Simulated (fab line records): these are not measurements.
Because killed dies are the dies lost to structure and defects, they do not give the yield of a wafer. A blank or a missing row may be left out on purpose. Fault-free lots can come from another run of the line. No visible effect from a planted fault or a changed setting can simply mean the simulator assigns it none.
Problem report, 8D (eight disciplines) form, completed by code	flow nandHarc	the parts of the form that need people (team, actions taken, sign-off) are left out

## 1. THE ISSUE
runLengthS at NHARC_A_STAIRCASE_ETCH_192 reads a mean of 67.5 s on 2 wafers of 2 lots; wafers without a fault read 61.7 s with a standard deviation of 0.38. That puts it +15 standard deviations away from the usual mean.
The step: etches the open film in C4F8/O2, target depth 100 nm, time 40.5 s.
The first sign was on wafer L261.5 at day 20 11:34, on rieDiel-13. The record has a number at this step for 36 wafers belonging to 12 lots. The rule behind "out" and "out of limits": a value lying over 4 standard deviations away from the usual mean. The rest of the wafers with a number are treated as sound.

## 2. WHAT IT IS; WHAT IT IS NOT
question	is	is not
which readings at this step	runLengthS	oesProductAu, rfFwdPowerW, rfVppV
which lots	L261, L262	L252, L253, L263, L265, L267, L268, L271, L272, L273, L274
which wafers of those lots	L261.5, L262.2	L261.1, L261.6, L262.3, L262.6
read on which tools	rieDiel-13	rieDiel-04
when	from day 20 11:34	up to then (8 sound wafers); but 26 sound wafers of L262, L263, L265, L267, L268, L271, L272, L273, L274 came after

## 3. SUSPECTS, AND WHAT RULES EACH OUT
Counting: any tool at a process step up to the reading remains a suspect provided it ran every lot that is out. Sound lots after the first of them don't rule it out here, since some wafers of a struck lot are sound.
- rieDiel-13 at NHARC_A_STAIRCASE_ETCH_192 (etches the open film in C4F8/O2, target depth 100 nm, time 40.5 s): kept. Ran every lot that is out, first one L261 (day 20 11:34); last sound lot up to then L253 (day 16 13:32). Out on those wafers are its own readings of runLengthS.
Left after counting: rieDiel-13 at NHARC_A_STAIRCASE_ETCH_192.

## 4. THE CAUSE (what the simulator had put in)
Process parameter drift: rieDiel-13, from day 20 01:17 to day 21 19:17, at NHARC_A_STAIRCASE_ETCH_192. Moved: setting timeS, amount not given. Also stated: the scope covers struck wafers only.
Only this tool survived the counting.

## 5. THE EFFECT CHAIN, in route order
Rows list readings where the struck wafers' mean (over those with a number) sits beyond 3 standard deviations from the usual. Only readings for which the record gives a usual standard deviation are gone through. hours: the time from each lot's start at the first step in this table that gives one to its start at this step, as a median over the lots. sigmas: the change in usual standard deviations.
hours	step	reading	usual	on struck wafers	change	sigmas
0	NHARC_A_STAIRCASE_ETCH_192	runLengthS	61.7 s	67.5	+5.8	+15
It contains these process steps:
- NHARC_A_STAIRCASE_ETCH_192: etches the open film in C4F8/O2, target depth 100 nm, time 40.5 s.

## 6. HOW IT WOULD HAVE BEEN CAUGHT EARLIER
First out-of-limits reading in this record: day 20 11:34, which is 10 hours after fault onset at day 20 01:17.
